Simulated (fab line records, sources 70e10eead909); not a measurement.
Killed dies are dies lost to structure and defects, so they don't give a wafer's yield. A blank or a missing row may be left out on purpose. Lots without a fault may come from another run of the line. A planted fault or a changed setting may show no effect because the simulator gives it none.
fab line records | flow nand_harc
record lots=7 wafers=21 last_day=23
route steps=1159 shown P_ZERO_WELL@60 P_STI@69 END@1159
lots that met no fault: from a run of the same line without faults
start_h: hours from the record's first day to the start of the lot's first wafer shown | wait_h: hours since the lot's step before | " the same as in the row above | L1.1+2: a row that stands for several wafers | - no value, or no start given | * or withheld: withheld | < > ~ a bound
route shown NAME@n: a module of which the file shows steps, and the number in the route of the first | usual: mean/standard deviation of fault-free wafers | same: alike in all rows | chamber/n: place in a boat | sites: the reading at each site | _std_site: their standard deviation | _edge_site: outer sites' mean less inner sites' | radius_mm: how far each site lies from the wafer's centre | mask NAME#n: copy n | behind: the tool/chamber that last shaped the wafer | hold: why the lot was held/for how many hours/how that ended | device: the transistor (n, p or np) that didn't switch | end of line: the same wafers' tests at the end of the route | a step without rows: its recipe alone | killed: dies lost to structure and defects at the first sort, not the wafer's yield | map: a wafer's dies, x killed, . not, _ none there
set.NAME: the setting as run; set.NAME@STEP: as run at that earlier step | model.NAME: the simulator's own value behind a step, which no gauge read
lots at some steps of the route; a table a step, a row a wafer
services: from which hour (start_h, from the record's first day; less than 0 if before it) a tool's chamber was out of use, for how many hours, and why
## steps
# step NHARC_P_ZERO_WELL_HARDBAKE_53
# recipe temp_c=125 time_s=80
# step NHARC_P_ZERO_WELL_DESCUM_54
# recipe time_s=3 o2_flow_sccm=200 ar_flow_sccm=0 bias_power_w=0 chemistry=O2
# usual drypump_motor_current_A=5.3/0.39 mfc_ar_sccm=0.008/0.012 o2_flow_sccm=200.0/0.59 oes_product_au=0.997/0.0083 rf_vpp_V=57.7/0.8 showerhead_plenum_p_Torr=1.91/0.075 throttle_valve_pct=11.310/0.0097
# columns lot.wafer tool chamber start_h wait_h drypump_motor_current_A mfc_ar_sccm o2_flow_sccm oes_product_au rf_hours_counter_h rf_vpp_V showerhead_plenum_p_Torr throttle_valve_pct
L213.1 rie_diel-11 1 30.17 - 4.8 0 199.2 0.990 0.5 57.5 2.04 11.301
L213.4 " 2 " " 5.9 0.021 199.7 0.997 0.5 56.8 1.98 11.301
L213.5 " 2 " " 5.9 0.021 200.2 1.005 - 57.0 1.98 11.311
L218.1 rie_diel-11 3 59.80 - 5.4 0.020 199.6 0.999 3.4 56.3 1.87 11.302
L218.3 " 0 " " 5.5 0 199.7 1.009 3.0 57.2 1.81 11.319
L218.5 " 0 " " 5.5 0 199.9 1.002 - 57.7 1.81 11.313
L220.2 rie_diel-01 1 72.07 - 4.8 0.027 199.8 0.987 6.0 57.6 1.91 11.305
L220.1 " 0 " " 4.9 0 200.1 0.995 5.9 59.0 1.93 11.318
L220.6 " 0 " " 4.9 0 200.9 0.993 - 57.7 1.93 11.313
L221.2 rie_diel-11 3 78.07 - 5.4 0.020 200.5 0.993 4.0 57.2 1.87 11.304
L221.5 " 1 " " 4.7 0 199.2 0.991 - 57.9 2.03 11.307
L221.6 " 2 " " 5.9 0.021 199.4 1.001 - 57.6 1.98 11.324
L222.4 rie_diel-11 1 83.94 - 4.8 0 199.0 1.003 4.0 58.9 2.03 11.324
L222.6 " 0 " " 5.4 0 200.2 1.000 - 57.2 1.81 11.306
L222.5 " 1 " " 4.8 0 199.1 0.993 - 59.0 2.03 11.297
L225.4 rie_diel-01 2 101.80 - 5.8 0 200.4 0.996 5.7 57.3 1.92 11.295
L225.2 " 3 " " 5.3 0 200.3 1.004 6.3 57.2 1.80 11.331
L225.5 " 2 " " 5.8 0 200.0 0.992 - 58.1 1.92 11.305
L231.2 rie_diel-13 3 137.99 - 5.6 0 199.9 0.982 2.8 59.2 1.92 11.306
L231.4 " 0 " " 5.2 0 200.3 1.001 2.3 58.8 2.06 11.292
L231.5 " 2 " " 5.2 0 199.5 0.987 - 57.3 1.82 11.340
# step NHARC_P_ZERO_WELL_IMPLANT_55
# recipe energy_kev=180 dose_cm2=8e+11 tilt_deg=7
# step NHARC_P_ZERO_WELL_IMPLANT_61
# recipe energy_kev=30 dose_cm2=5e+11 tilt_deg=7
# step NHARC_P_ZERO_WELL_STRIP_56
# recipe time_s=840 temp_c=130 chemistry=SPM
# step NHARC_P_ZERO_WELL_PRECLEAN_68
# recipe time_s=60 temp_c=50 bath_age_min=0 chemistry=SC1
# step NHARC_P_ZERO_WELL_SRD_69
# step NHARC_P_ZERO_WELL_RTA_42
# recipe temp_c=1100 time_s=300
# usual lamp_power_pct=41/3.7 wafer_temp_C_max=1103.6/1.3
# columns lot.wafer tool chamber start_h wait_h lamp_power_pct wafer_temp_C_max
L213.1 rtp_anneal-02 0 31.15 - 44 1101.3
L213.4 " 0 " " 44 1104.0
L213.5 " 0 " " 44 1102.2
L218.1 rtp_anneal-01 0 60.78 - 37 1104.5
L218.3 " 0 " " 37 1104.8
L218.5 " 0 " " 37 1105.5
L220.1 rtp_anneal-02 0 73.08 - 44 1103.8
L220.2 " 0 " " 44 1102.6
L220.6 " 0 " " 44 1103.0
L221.2 rtp_anneal-02 0 79.13 - 44 1102.3
L221.5 " 0 " " 44 1103.1
L221.6 " 0 " " 44 1103.0
L222.4 rtp_anneal-01 0 85.24 - 37 1105.1
L222.5 " 0 " " 37 1104.1
L222.6 " 0 " " 37 1105.0
L225.2 rtp_anneal-02 0 103.04 - 44 1103.5
L225.4 " 0 " " 44 1103.3
L225.5 " 0 " " 44 1102.7
L231.2 rtp_anneal-01 0 139.06 - 37 1104.5
L231.4 " 0 " " 37 1102.9
L231.5 " 0 " " 37 1106.4
# step NHARC_P_ZERO_WELL_INSPECT_43
# usual raw_defect_count=15/7.3
# columns lot.wafer tool chamber start_h wait_h raw_defect_count
L213.1 defect_inspect-02 - 31.83 0.6 13
L213.4 " - " " 6
L213.5 " - " " 7
L218.1 defect_inspect-01 - 61.45 0.6 9
L218.3 " - " " 13
L218.5 " - " " 9
L220.1 defect_inspect-02 - 73.76 0.6 30
L220.2 " - " " 6
L220.6 " - " " 15
L221.2 defect_inspect-02 - 79.69 0.5 9
L221.5 " - " " 16
L221.6 " - " " 7
L222.4 defect_inspect-02 - 85.59 0.2 26
L222.5 " - " " 25
L222.6 " - " " 13
L225.2 defect_inspect-02 - 103.60 0.5 17
L225.4 " - " " 6
L225.5 " - " " 11
L231.2 defect_inspect-02 - 139.64 0.5 31
L231.4 " - " " 14
L231.5 " - " " 6
# step NHARC_P_STI_ETCH_26
# recipe target_depth_a=110 chemistry=dHF material=SiO2
# step NHARC_P_STI_PRECLEAN_27
# recipe time_s=* temp_c=50 bath_age_min=0 chemistry=SC1
# step NHARC_P_STI_SRD_28
# step NHARC_P_STI_OXIDE_29
# recipe target_thk_a=100 temp_c=900 ox_time_s=1362 material=SiO2
# usual spike_tc_top_C=907.0/2
# columns lot.wafer tool chamber start_h wait_h spike_tc_top_C
L213.1 furnace-05 0 32.42 - 909.7
L213.4 " 0 " " 907.6
L213.5 " 0 " " 909.2
L218.1 furnace-03 0 65.42 - 904.3
L218.3 " 0 " " 905.4
L218.5 " 0 " " 906.9
L220.1 furnace-05 0 81.74 - 909.4
L220.2 " 0 " " 907.8
L220.6 " 0 " " 908.9
L221.2 furnace-05 0 81.74 - 909.1
L221.5 " 0 " " 909.0
L221.6 " 0 " " 907.0
L222.4 furnace-05 0 90.22 - 908.2
L222.5 " 0 " " 910.2
L222.6 " 0 " " 910.5
L225.2 furnace-03 0 107.58 - 907.0
L225.4 " 0 " " 906.8
L225.5 " 0 " " 905.6
L231.2 furnace-03 0 143.86 - 904.8
L231.4 " 0 " " 905.7
L231.5 " 0 " " 905.4
# step NHARC_P_STI_HM_DEP_30
# recipe target_thk_a=800 temp_c=790 pressure_mtorr=300 time_s=873 material=Si3N4
# step NHARC_P_STI_DEHYDRATE_01
# recipe temp_c=150 time_s=120
# step NHARC_P_STI_HMDS_02
# recipe time_s=30
# step NHARC_P_STI_COAT_41
# recipe temp_c=200 time_s=65
# step NHARC_P_STI_COAT_03
# recipe spin_rpm=2000 resist_thk_nm=600
# step NHARC_P_STI_SOFTBAKE_04
# recipe temp_c=125 time_s=70
# step NHARC_P_STI_EBR_05
# step NHARC_P_STI_EXPOSE_06
# recipe na=0.55 target_cd_nm=200 dose_mj=37.69 mask_id=P_STI
# step NHARC_P_STI_PEB_07
# recipe peb_temp_c=128 peb_time_s=80
# step NHARC_P_STI_DEVELOP_08
# recipe time_s=50 dev_temp_c=22
# step NHARC_P_STI_CD_MEAS_09
# recipe target_cd_nm=200 landing_energy_ev=500
# usual cd_nm=201.0/2.3
# columns lot.wafer tool chamber start_h wait_h cd_nm
L213.1 cd_sem-01 0 44.02 - 203.4
L213.4 " 0 " " 201.7
L213.5 " 0 " " 199.6
L218.1 cd_sem-02 0 76.60 - 203.3
L218.3 " 0 " " 201.7
L218.5 " 0 " " 197.3
L221.2 cd_sem-02 0 93.07 - 201.1
L221.5 " 0 " " 201.3
L221.6 " 0 " " 203.1
L220.1 cd_sem-03 0 93.23 - 197.4
L220.2 " 0 " " 197.2
L220.6 " 0 " " 200.7
L222.4 cd_sem-01 0 101.54 - 199.4
L222.5 " 0 " " 204.3
L222.6 " 0 " " 204.4
L225.2 cd_sem-02 0 118.90 - 201.3
L225.4 " 0 " " 200.1
L225.5 " 0 " " 199.8
L231.2 cd_sem-01 0 155.28 - 202.6
L231.4 " 0 " " 196.3
L231.5 " 0 " " 201.9
# step NHARC_P_STI_OVL_MEAS_10
# usual overlay_x_nm=0/6.4 overlay_y_nm=1/6
# columns lot.wafer tool chamber start_h wait_h overlay_x_nm overlay_y_nm
L213.1 overlay-02 - 44.11 - 14 -3
L213.4 " - " " 14 -3
L213.5 " - " " 14 -4
L218.1 overlay-01 - 76.69 - -1 5
L218.3 " - " " -1 5
L218.5 " - " " -1 6
L221.2 overlay-02 - 93.16 - -3 -7
L221.5 " - " " -3 -7
L221.6 " - " " -3 -7
L220.1 overlay-01 - 93.32 - -6 0
L220.2 " - " " -7 -1
L220.6 " - " " -6 -1
L222.4 overlay-01 - 101.62 - 4 2
L222.5 " - " " 4 2
L222.6 " - " " 4 2
L225.2 overlay-01 - 118.99 - -4 9
L225.4 " - " " -5 9
L225.5 " - " " -5 9
L231.2 overlay-01 - 155.38 - 1 -6
L231.4 " - " " 1 -6
L231.5 " - " " 1 -6
# step NHARC_P_STI_INSPECT_11
# usual raw_defect_count=5/3.2
# columns lot.wafer tool chamber start_h wait_h raw_defect_count
L213.1 defect_inspect-02 - 44.14 0.0 6
L213.4 " - " " 2
L213.5 " - " " 3
L218.1 defect_inspect-01 - 76.73 0.0 4
L218.3 " - " " 3
L218.5 " - " " 4
L221.2 defect_inspect-02 - 93.20 0.0 1219
L221.5 " - " " 1233
L221.6 " - " " 1224
L220.1 defect_inspect-02 - 93.35 0.0 1235
L220.2 " - " " 1247
L220.6 " - " " 1176
L222.4 defect_inspect-01 - 101.66 0.0 1245
L222.5 " - " " 1202
L222.6 " - " " 1205
L225.2 defect_inspect-01 - 119.03 0.0 3
L225.4 " - " " 3
L225.5 " - " " 3
L231.2 defect_inspect-02 - 155.42 0.0 4
L231.4 " - " " 8
L231.5 " - " " 6
# step NHARC_P_STI_HARDBAKE_13
# recipe temp_c=118 time_s=65
# step NHARC_END_SORT_01
# recipe temp_c=25
# usual killed_at_array=28/11 killed_at_other=0.7/1.1 killed_at_periphery=2.9/2 killed_dies=32/11 killed_open=3.2/1.8 killed_short=2.0/1.4
# same gross_dies=677
# columns lot.wafer tool chamber start_h wait_h killed_at_array killed_at_other killed_at_periphery killed_dies killed_open killed_short
L221.2 prober-01 0 493.25 2.8 10 0 549 559 2 0
L221.5 prober-01 0 495.65 3.7 8 1 542 551 2 0
L221.6 prober-01 0 496.45 4.0 15 0 551 566 1 1
L220.1 prober-01 0 500.27 2.5 37 0 531 568 0 2
L220.2 prober-01 0 501.06 2.8 37 0 539 576 2 0
L220.6 prober-01 0 504.25 4.0 15 0 543 558 1 1
L222.4 prober-02 0 520.14 3.4 12 0 548 560 0 0
L222.5 prober-02 0 520.94 3.7 11 0 545 556 3 1
L222.6 prober-02 0 521.74 4.0 11 0 547 558 0 1
# killed by level:class
L221.2 P_STI:unspecified=547 A_SLIT:chamber_film_flake=4 P_ZERO_WELL:chamber_film_flake=2 A_WL_FILL:chamber_film_flake=2 A_WL_FILL:geometric_particle:open=1 A_BLC:geometric_particle:open=1 A_CHANNEL_HOLE_D1:chamber_film_flake=1 A_CHANNEL_FILL_D1:chamber_film_flake=1
L221.5 P_STI:unspecified=538 A_SLIT:chamber_film_flake=5 A_STAIRCASE:chamber_film_flake=3 P_ZERO_WELL:chamber_film_flake=2 P_STI:geometric_particle:open=1 STARTING-WAFER:geometric_particle:open=1 P_GATE:chamber_film_flake=1
L221.6 P_STI:unspecified=550 A_SLIT:chamber_film_flake=9 A_CHANNEL_HOLE_D1:chamber_film_flake=2 A_STAIRCASE:geometric_particle:short=1 A_CONTACT:geometric_particle:open=1 P_ZERO_WELL:chamber_film_flake=1 A_STAIRCASE:chamber_film_flake=1 A_ZERO_WELL:chamber_film_flake=1
L220.1 P_STI:unspecified=530 A_CONTACT:chamber_film_flake=10 A_CHANNEL_HOLE_D1:chamber_film_flake=9 A_STAIRCASE:chamber_film_flake=8 A_SLIT:chamber_film_flake=7 P_M0:geometric_particle:short=1 A_CONTACT:geometric_particle:short=1 A_ZERO_WELL:chamber_film_flake=1
L220.2 P_STI:unspecified=539 A_CHANNEL_HOLE_D1:chamber_film_flake=14 A_CONTACT:chamber_film_flake=11 A_SLIT:chamber_film_flake=5 A_STAIRCASE:chamber_film_flake=4 A_CHANNEL_FILL_D1:geometric_particle:open=1 A_WL_FILL:geometric_particle:open=1 A_CHANNEL_FILL_D1:chamber_film_flake=1
L220.6 P_STI:unspecified=543 A_CHANNEL_HOLE_D1:chamber_film_flake=6 A_CONTACT:chamber_film_flake=4 A_SLIT:chamber_film_flake=2 A_CHANNEL_HOLE_D1:geometric_particle:short=1 A_BLC:geometric_particle:open=1 A_CHANNEL_FILL_D1:chamber_film_flake=1
L222.4 P_STI:unspecified=546 A_SLIT:chamber_film_flake=6 A_CHANNEL_HOLE_D1:chamber_film_flake=2 A_CONTACT:chamber_film_flake=2 P_M0:chamber_film_flake=1 A_STAIRCASE:chamber_film_flake=1 P_GATE:chamber_film_flake=1 A_ZERO_WELL:chamber_film_flake=1
L222.5 P_STI:unspecified=545 A_SLIT:chamber_film_flake=3 A_CHANNEL_HOLE_D1:chamber_film_flake=3 A_ONON_D1:geometric_particle:open=1 A_CHANNEL_HOLE_D1:geometric_particle:short=1 A_CONTACT:geometric_particle:open=1 A_M1:geometric_particle:open=1 A_STAIRCASE:chamber_film_flake=1
L222.6 P_STI:unspecified=546 A_SLIT:chamber_film_flake=9 A_CHANNEL_HOLE_D1:chamber_film_flake=2 P_M0:geometric_particle:short=1
# map L220.2 (x killed, . not)
____________.____________
_________xxx.xxx_________
_______xxxxxxxxx.x_______
______xxxxxxxx.xxxx______
_____xx.xxxxxx.xx.xx_____
____x.xxxx..xxx.xx.xx____
____x.x.x.xxxxxx.xx.x____
___...xxx.xxxxxxxxxxxx___
___xxxxxx.xxxx.xxxxxxx___
__.xx.xxxxx.x.xxx..xx.x__
__xxxxx.x.xxxxxxxxxxxx.__
_xx.x.xxx.xxxxxxxxxxxx.x_
_.xxxxx.xxxx.xxxxxxx.xxx_
_xxxx.xxxxxx.xxxxxxx..x._
_xxxxxxx.xx.x..x.xxxxxxx_
_xxxxxxxxxxx.xxxxxxx.xxx_
xxxxxxxxxxxx.xxxxxxxxx.xx
xxxxx.xxxxxx.xx.xxx.xxxxx
xxxx.xxxxxxxxxxxxxxx.xxxx
xxx.x.xxx.xxxxxxxxxxxxxxx
xxxxxxx.xxxxxxxxxxxxxxxxx
_x.x.x.xxxxxxxxxxxxxxxxx_
_x.xxxxxxxxxxxxxxxxxxxxx_
_xx..xxxxxxxxxxxxxxxxx.._
_..xxxxxxxxxxxxxxxxxxxx._
_xxx.xxx.xxxxx.xxxxxxxx._
__.xxxxxxxxxxxxxxxx.xxx__
__xxxxxxx.xxxx.xxxxxxxx__
___xxxxxxx.xxxx.xx.xxx___
___xxxxxx.xx.xxxxxxxxx___
____xxxxxxxxxxx.x.xxx____
____xxx.xx.xx.xxxxxxx____
_____xxxx.x..xxxxxxx_____
______xxxxx.xxxx.xx______
_______.x.xxxxxxxx_______
_________xxxxxxx_________
____________x____________
# map L221.6 (x killed, . not)
____________x____________
_________xxxxxxx_________
_______xxx.xx.xxxx_______
______xx..xxxxxxxxx______
_____xxx.xxxxxxxxxxx_____
____xxxx.xxxx..xxxxxx____
____xxxxxxxxxx.xx..x.____
___xxxx.xxxxxx..xxxxxx___
___xx.xxx.xxxx.x.xxx.x___
__xxx...xxxxxxxxxxxxx..__
__..xxxxxxxxxxx.xxxxxxx__
_x.x..xx.xxxxxxxxxxx.xx._
_.x.xxxx.xx.xxxxxxxxxxxx_
_x..xxxxxxx.xxxxxx.xxxxx_
_xxxxxx.xxxxxxxxxxxxxxxx_
_xxxxxxxxxxxxxxxxxxxxxxx_
.xxxxxx..xxxx..xxxx.xxxxx
xxxxx.xx.x.xxx...xxxxxxxx
xxxxxx...xxxxxxx.xxxxxxxx
xxxxxxxxxxxxxxx.xx.xxx.xx
xxx.xxxxxx.xxxxxxxxxxx.x.
_xxxxx.xxxxxxxx.x.xxxxx._
_xx.xxxxxxx.x.xxxxxxxx.x_
_xx.xx.xxxxxxxxxxxxxx.xx_
_.xxxxx.xx.x.xx.xxxxx.xx_
_xx...x.xxxxxxxxxx.xxxxx_
__xxx.xxx..xxx.xxxxxxxx__
__xxxxxxxxxxxxxx.xx.xxx__
___.xxxxxxxxx.xxxxxxxx___
___xxxx...xxxxxxxxxxxx___
____xxxxxxxxxxxxxx.xx____
____.xxxxxx.xxxxxxxxx____
_____xxxxxxxxxxxxxxx_____
______xxxxxxx.x.xxx______
_______.xxxxx.x.x._______
_________.x..xxx_________
____________x____________
## services
# columns tool chamber start_h hours kind
rie_diel-11 - 12.50 9.0 pm
rie_diel-11 0 12.50 9.0 vent_cycle
rie_diel-11 1 12.50 9.0 vent_cycle
rie_diel-11 2 12.50 9.0 vent_cycle
rie_diel-11 3 12.50 9.0 vent_cycle
rie_diel-11 0 21.50 - clean
rie_diel-11 1 21.50 - clean
rie_diel-11 2 21.50 - clean
rie_diel-11 3 21.50 - clean
rie_diel-13 0 40.34 13.8 repair
rie_diel-11 0 46.00 - clean
rie_diel-11 1 46.00 - clean
rie_diel-11 2 46.00 - clean
rie_diel-11 3 46.00 - clean
rie_diel-01 2 63.89 13.1 repair
rie_diel-11 0 70.50 - clean
rie_diel-11 1 70.50 - clean
rie_diel-11 2 70.50 - clean
rie_diel-11 3 70.50 - clean
rie_diel-11 0 95.00 - clean
rie_diel-11 1 95.00 - clean
rie_diel-13 - 99.00 9.0 pm
rie_diel-01 3 112.79 4.5 repair
rie_diel-01 - 137.80 9.0 pm
## key
first_sign step=NHARC_P_STI_INSPECT_11 reading=raw_defect_count direction=up sigmas=99+ usual=5 struck=1221
effect step=NHARC_END_SORT_01 reading=killed_at_periphery direction=up sigmas=99+ usual=2.9 struck=543.9
more_kills_born_at NHARC_P_STI_OXIDE_29@furnace-05=4884
met_at NHARC_P_STI_OXIDE_29
struck_wafers L220.1,L220.2,L220.6,L221.2,L221.5,L221.6,L222.4,L222.5,L222.6
tester_left_out L220,L221,L222
onset_between 32.42 81.74
fault kind=chamber_particle_source tool=furnace-05 chamber=- onset_h=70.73 steps=NHARC_P_STI_OXIDE_29 rate_per_visit_cm2=1.9009 end_h=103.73
# tester_left_out: of these lots the tester's yield and bins aren't shown, on N5 and GAA mostly nor the transistor test; their killed dies are dies lost to structure and defects alone, not to doping, threshold or leakage, so they don't give the yield
